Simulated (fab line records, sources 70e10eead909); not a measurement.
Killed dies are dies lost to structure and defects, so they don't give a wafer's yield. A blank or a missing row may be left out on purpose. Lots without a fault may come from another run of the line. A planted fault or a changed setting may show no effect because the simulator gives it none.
Which tool did it? | flow nand_harc | 11 lots, 33 wafers sampled, at 4 steps of a route of 1302

WHAT THE GAUGES READ, wafer by wafer
NHARC_P_STI_INSPECT_11. Usual: raw_defect_count 5.2, standard deviation 2.5.
lot  | measured     | on                | raw_defect_count | flag
L973 | day 2 20:12  | defect_inspect-01 | 1 4 8            |
L974 | day 3 05:25  | defect_inspect-01 | 5 2 5            |
L985 | day 7 18:56  | defect_inspect-01 | 7 11 7           |
L986 | day 8 06:13  | defect_inspect-02 | 3 5 12           |
L987 | day 8 14:18  | defect_inspect-02 | 7 4 4            |
L988 | day 9 01:47  | defect_inspect-01 | 6 2 5            |
L989 | day 9 14:26  | defect_inspect-02 | 7 9 10           |
L990 | day 9 21:18  | defect_inspect-02 | 4 2 7            |
L991 | day 10 07:33 | defect_inspect-02 | 10 6 10          |
L993 | day 11 06:22 | defect_inspect-01 | 9 5 2            |
L996 | day 12 12:39 | defect_inspect-01 | 3 0 4            |

NHARC_P_GATE_CD_MEAS_11: target cd 1640 nm. Usual: cd_nm 1639.6 nm, standard deviation 1.1.
lot  | measured     | on        | cd_nm (nm)           | flag
L973 | day 4 12:33  | cd_sem-03 | 1641.2 1639.4 1640.9 |
L974 | day 4 16:49  | cd_sem-01 | 1641.5 1639.0 1640.0 |
L985 | day 9 05:16  | cd_sem-01 | 1644.1 1644.2 1646.0 | OFF
L986 | day 9 21:05  | cd_sem-03 | 1643.8 1646.2 1644.6 | OFF
L987 | day 10 12:29 | cd_sem-02 | 1638.8 1638.3 1639.4 |
L988 | day 10 12:38 | cd_sem-01 | 1639.4 1638.5 1638.2 |
L989 | day 11 06:03 | cd_sem-01 | 1639.3 1637.1 1638.0 |
L990 | day 11 11:35 | cd_sem-03 | 1640.0 1639.1 1640.0 |
L991 | day 11 18:37 | cd_sem-03 | 1639.8 1641.7 1638.6 |
L993 | day 12 17:26 | cd_sem-03 | 1638.1 1638.6 1637.6 |
L996 | day 14 08:13 | cd_sem-03 | 1639.8 1639.2 1640.7 |

WHICH TOOL RAN EACH LOT (tool, then ch and the chambers of the sampled wafers, then the start)
lot  | NHARC_P_ZERO_WELL_DESCUM_26        | NHARC_P_GATE_EXPOSE_08
L973 | rie_diel-04 ch 0,2,3, day 1 22:46  | krf_scanner-03 ch 0, day 4 12:24
L974 | rie_diel-10 ch 0,1, day 2 08:53    | krf_scanner-02 ch 0, day 4 16:39
L985 | rie_diel-07 ch 0,2, day 6 22:46    | krf_scanner-01 ch 0, day 9 05:07
L986 | rie_diel-04 ch 0,2, day 7 08:39    | krf_scanner-01 ch 0, day 9 20:56
L987 | rie_diel-04 ch 1,2,3, day 7 18:41  | krf_scanner-03 ch 0, day 10 12:19
L988 | rie_diel-07 ch 1,2,3, day 8 04:52  | krf_scanner-02 ch 0, day 10 12:29
L989 | rie_diel-10 ch 0,1,3, day 8 14:58  | krf_scanner-02 ch 0, day 11 05:54
L990 | rie_diel-04 ch 1,2,3, day 9 00:46  | krf_scanner-03 ch 0, day 11 11:26
L991 | rie_diel-10 ch 1,2,3, day 9 10:46  | krf_scanner-03 ch 0, day 11 18:28
L993 | rie_diel-07 ch 0,3, day 10 06:50   | krf_scanner-03 ch 0, day 12 17:17
L996 | rie_diel-10 ch 0,1,2, day 11 12:40 | krf_scanner-03 ch 0, day 14 08:04
- NHARC_P_ZERO_WELL_DESCUM_26: chemistry O2, time 3 s.
- NHARC_P_GATE_EXPOSE_08: exposes mask P HV.

WHAT THE TOOLS THEMSELVES READ (means of the sampled wafers that have a number; where no wafer has one, the mark that the record gives instead)
NHARC_P_ZERO_WELL_DESCUM_26. Usual: drypump_motor_current_A 5.7 A, standard deviation 0.54; oes_product_au 1.002 a.u., standard deviation 0.007; rf_vpp_V 57.7 V, standard deviation 0.89; showerhead_plenum_p_Torr 1.90 Torr, standard deviation 0.076; throttle_valve_pct 11.311 %, standard deviation 0.0088.
lot  | tool        | drypump_motor_current_A (A) | oes_product_au (a.u.) | rf_vpp_V (V) | showerhead_plenum_p_Torr (Torr) | throttle_valve_pct (%) | flag
L973 | rie_diel-04 | 5.5                         | 1.004                 | 58.0         | 1.90                            | 11.302                 |
L974 | rie_diel-10 | 5.9                         | 1.002                 | 58.8         | 1.93                            | 11.308                 |
L985 | rie_diel-07 | 6.3                         | 1.003                 | 57.8         | 2.01                            | 11.317                 |
L986 | rie_diel-04 | 5.0                         | 1.006                 | 57.1         | 1.81                            | 11.308                 |
L987 | rie_diel-04 | 5.6                         | 1.008                 | 58.0         | 1.89                            | 11.322                 |
L988 | rie_diel-07 | 5.9                         | 1.011                 | 57.4         | 1.90                            | 11.306                 |
L989 | rie_diel-10 | 5.7                         | 1.002                 | 57.7         | 1.89                            | 11.308                 |
L990 | rie_diel-04 | 5.6                         | 0.999                 | 57.3         | 1.89                            | 11.311                 |
L991 | rie_diel-10 | 5.5                         | 1.003                 | 57.4         | 1.85                            | 11.316                 |
L993 | rie_diel-07 | 6.4                         | 0.997                 | 57.0         | 1.99                            | 11.302                 |
L996 | rie_diel-10 | 5.8                         | 1.001                 | 57.6         | 1.87                            | 11.315                 |

NHARC_P_GATE_EXPOSE_08. Usual: exposure_dose_mJ_cm2 16.754, standard deviation 0.014.
lot  | tool           | exposure_dose_mJ_cm2 | flag
L973 | krf_scanner-03 | 16.728               |
L974 | krf_scanner-02 | 16.764               |
L985 | krf_scanner-01 | 22.691               | OFF
L986 | krf_scanner-01 | 22.693               | OFF
L987 | krf_scanner-03 | 16.756               |
L988 | krf_scanner-02 | 16.756               |
L989 | krf_scanner-02 | 16.735               |
L990 | krf_scanner-03 | 16.765               |
L991 | krf_scanner-03 | 16.753               |
L993 | krf_scanner-03 | 16.744               |
L996 | krf_scanner-03 | 16.742               |

THE ANSWER, worked out from the rows above alone
Rule: a lot is off if the mean of its wafers that have a number lies more than 3 standard deviations from the usual mean. A lot without any number at a reading at which 4 lots or more have one is off too. The other lots that the step has rows for count as sound. The gauges are gone through in route order, then the tools' own readings, and for those a lot's mean is taken as printed above. The first step at which some lot is off is used, and at that step the reading that is off furthest; a lot without a number counts as furthest.
Off: L985, L986, at NHARC_P_GATE_CD_MEAS_11 (cd_nm).
A tool fits if, at a process step before that reading, it ran every lot that is off, and no sound lot after the first of them. The gauges at NHARC_P_GATE_CD_MEAS_11 aren't tried: what is off there is off at NHARC_P_GATE_EXPOSE_08 too, on other tools, and a gauge's error can't cause that. One fits: krf_scanner-01 at NHARC_P_GATE_EXPOSE_08. It ran no sound lot before its first lot that is off in this sample, so the start can't be narrowed down.
The tool's own readings at NHARC_P_GATE_EXPOSE_08 bear it out: on the lots that are off they differ by more than 5 times the standard deviation of the sound lots' means. exposure_dose_mJ_cm2 reads 22.692 there against 16.749 on the sound lots.

WHAT THE SIMULATOR HAD PUT IN
Process parameter drift: krf_scanner-01, from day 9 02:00 on, at NHARC_P_GATE_EXPOSE_08. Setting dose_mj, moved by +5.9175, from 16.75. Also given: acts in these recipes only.
Lots struck among those shown: L985, L986. The rule above found the same.
